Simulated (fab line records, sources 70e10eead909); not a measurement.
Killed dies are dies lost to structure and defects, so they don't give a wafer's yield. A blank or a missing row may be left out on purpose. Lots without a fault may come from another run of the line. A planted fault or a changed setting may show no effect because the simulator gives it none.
Chamber matching | flow nand_harc | NHARC_P_GATE_DESCUM_61 on rie_diel-10: 4 sister chambers
The step chemistry O2, time 3 s. 14 wafers are shown with their chamber, then 7 later ones without.

WAFERS WITH THEIR CHAMBER
wafer  | chamber | drypump_motor_current_A (A) | oes_product_au (a.u.) | rf_vpp_V (V)
L074.4 | 0       | 5.4                         | 0.992                 | 56.0
L074.5 | 1       | 6.0                         | 1.014                 | 58.2
L074.6 | 2       | 5.5                         | 0.987                 | 57.2
L075.1 | 2       | 5.4                         | 0.985                 | 58.6
L075.2 | 0       | 5.4                         | 1.002                 | 57.9
L075.6 | 1       | 6.0                         | 1.006                 | 58.6
L078.2 | 1       | 6.0                         | 1.025                 | 56.5
L078.3 | 0       | 5.3                         | 1.018                 | 58.6
L078.4 | 2       | 5.5                         | 0.996                 | 56.8
L082.1 | 3       | 5.7                         | 1.019                 | 58.6
L082.4 | 1       | 6.0                         | 1.025                 | 58.1
L082.6 | 2       | 5.5                         | 0.999                 | 58.6
L084.1 | 3       | 5.8                         | 1.028                 | 59.3
L084.3 | 2       | 5.5                         | 0.999                 | 59.4

SIGNATURES (means of the wafers above)
reading                 | chamber 0 | chamber 1 | chamber 2 | chamber 3 | scatter within a chamber
drypump_motor_current_A | 5.367     | 6.000     | 5.480     | 5.750     | 0.0443
oes_product_au          | 1.00400   | 1.01750   | 0.99320   | 1.02350   | 0.00907
rf_vpp_V                | 57.500    | 57.850    | 58.120    | 58.950    | 1.05
Rule: a wafer's distance from a chamber is the root of the sum, over the readings, of the square of ((its reading less the chamber's mean) divided by the reading's scatter). The wafer belongs to the nearest chamber; if the next one is less than 2 further off, it can't be placed. The scatter: the root of (the sum of the squares of (reading less its chamber's mean) over the shown wafers, divided by (wafers less chambers)).

WAFERS WITHOUT THEIR CHAMBER
wafer  | drypump_motor_current_A (A) | oes_product_au (a.u.) | rf_vpp_V (V)
L084.5 | 5.5                         | 0.992                 | 57.6
L090.1 | 5.4                         | 1.003                 | 56.6
L090.4 | 5.8                         | 1.007                 | 58.1
L090.5 | 5.4                         | 0.994                 | 58.0
L092.4 | 6.0                         | 0.996                 | 57.8
L092.5 | 5.4                         | 0.987                 | 58.4
L092.6 | 6.0                         | 0.997                 | 58.2

WHICH CHAMBER EACH WENT THROUGH
wafer  | from the rows above     | in truth
L084.5 | 2                       | 2
L090.1 | can't be placed: 0 or 2 | 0
L090.4 | 3                       | 3
L090.5 | can't be placed: 0 or 2 | 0
L092.4 | 1                       | 1
L092.5 | can't be placed: 2 or 0 | 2
L092.6 | 1                       | 1
Placed correctly: 4 of 7. Can't be placed from these rows: 3 (the true chamber is among the candidates in 3). Placed wrongly: 0.
